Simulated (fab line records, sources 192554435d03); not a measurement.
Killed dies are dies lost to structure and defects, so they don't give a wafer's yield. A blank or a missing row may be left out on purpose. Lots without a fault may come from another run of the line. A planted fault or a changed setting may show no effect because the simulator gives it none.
Chamber matching | flow n5_finfet | N5_BEOL_M0_ETCH_109 on rie_diel-06: 4 sister chambers
The step etches SiCN in CH3F/O2, target depth 8 nm, overetch 2.4 nm, time 27.4 s. 8 wafers are shown with their chamber, then 9 later ones without.

WAFERS WITH THEIR CHAMBER
wafer  | chamber | throttle_valve_pct (%) | showerhead_plenum_p_Torr (Torr)
L085.5 | 0       | 16.15                  | 1.96
L085.6 | 3       | 16.43                  | 1.92
L087.1 | 1       | 16.50                  | 1.99
L087.3 | 2       | 15.86                  | 1.96
L087.5 | 0       | 16.16                  | 1.95
L089.1 | 1       | 16.51                  | 1.99
L089.2 | 2       | 15.88                  | 1.96
L089.5 | 3       | 16.45                  | 1.92

WAFERS WITHOUT THEIR CHAMBER
wafer  | throttle_valve_pct (%) | showerhead_plenum_p_Torr (Torr)
L091.2 | 16.17                  | 1.95
L091.4 | 15.89                  | 1.96
L091.5 | 15.88                  | 1.96
L092.2 | 15.89                  | 1.96
L092.3 | 16.46                  | 1.92
L092.5 | 16.47                  | 1.92
L095.3 | 16.47                  | 1.92
L095.4 | 16.19                  | 1.95
L095.5 | 16.53                  | 1.98

WHICH CHAMBER EACH WENT THROUGH
wafer  | from the rows above | in truth
L091.2 | 0                   | 0
L091.4 | 2                   | 2
L091.5 | 2                   | 2
L092.2 | 2                   | 2
L092.3 | 3                   | 3
L092.5 | 3                   | 3
L095.3 | 3                   | 3
L095.4 | 0                   | 0
L095.5 | 1                   | 1
Placed correctly: 9 of 9. Can't be placed from these rows: 0. Placed wrongly: 0.
How it was worked out, from the rows above alone: a wafer's distance from a chamber is the root of the sum, over the readings, of the square of ((its reading less the chamber's mean) divided by the reading's scatter). The wafer belongs to the nearest chamber; if the next one is less than 2 further off, it can't be placed. A chamber's mean is the mean of its shown wafers. The scatter: the root of (the sum of the squares of (reading less its chamber's mean) over the shown wafers, divided by (wafers less chambers)).
